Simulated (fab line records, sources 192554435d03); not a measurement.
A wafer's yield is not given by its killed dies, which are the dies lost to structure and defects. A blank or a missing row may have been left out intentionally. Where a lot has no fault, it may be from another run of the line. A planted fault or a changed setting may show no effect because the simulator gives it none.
Matching of chambers :: flow n5 finfet :: N5_BEOL_M9_ILD_DEP_00 on pecvd-03 has 3 sister chambers
The step deposits SiCOH lowk from DEMS/porogen, target thk 308.51 nm, time 58 s. 3 wafers are shown with their chamber, then 8 later ones without.

## EACH WAFER AND ITS CHAMBER
wafer: L079.1
chamber: 0
throttle valve pct (%): 13.7

wafer: L079.4
chamber: 1
throttle valve pct (%): 15.2

wafer: L086.2
chamber: 2
throttle valve pct (%): 13.4

## WAFERS WITHOUT THEIR CHAMBER
wafer: L086.3
throttle valve pct (%): 14.8

wafer: L086.4
throttle valve pct (%): 13.6

wafer: L088.1
throttle valve pct (%): 13.8

wafer: L088.3
throttle valve pct (%): 13.8

wafer: L088.5
throttle valve pct (%): 13.8

wafer: L093.1
throttle valve pct (%): 13.6

wafer: L093.2
throttle valve pct (%): 14.6

wafer: L093.4
throttle valve pct (%): 13.9

## THE CHAMBER EACH PASSED THROUGH
wafer: L086.3
from the rows above: 1
in truth: 1

wafer: L086.4
from the rows above: can't be placed: 0 or 2
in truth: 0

wafer: L088.1
from the rows above: can't be placed: 0 or 2
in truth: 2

wafer: L088.3
from the rows above: can't be placed: 0 or 2
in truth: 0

wafer: L088.5
from the rows above: can't be placed: 0 or 2
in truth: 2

wafer: L093.1
from the rows above: can't be placed: 0 or 2
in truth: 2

wafer: L093.2
from the rows above: can't be placed: 1 or 0
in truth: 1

wafer: L093.4
from the rows above: can't be placed: 0 or 2
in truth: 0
Placed correctly: 1 of 8. Can't be placed from these rows: 7 (the true chamber is among the candidates in 7). 0 placed wrongly.
How it was worked out, from the rows above alone: a wafer's distance from a chamber is the root of the sum, over the readings, of the square of ((its reading less the chamber's mean) divided by the reading's scatter). If the next closest chamber is less than 2 further off than the closest, the wafer can't be placed; otherwise it belongs to the closest. Each chamber's mean is taken over the wafers shown for it. The scatter: root of mean squared gap, hidden wafer to nearest shown wafer, with one shown wafer a chamber.
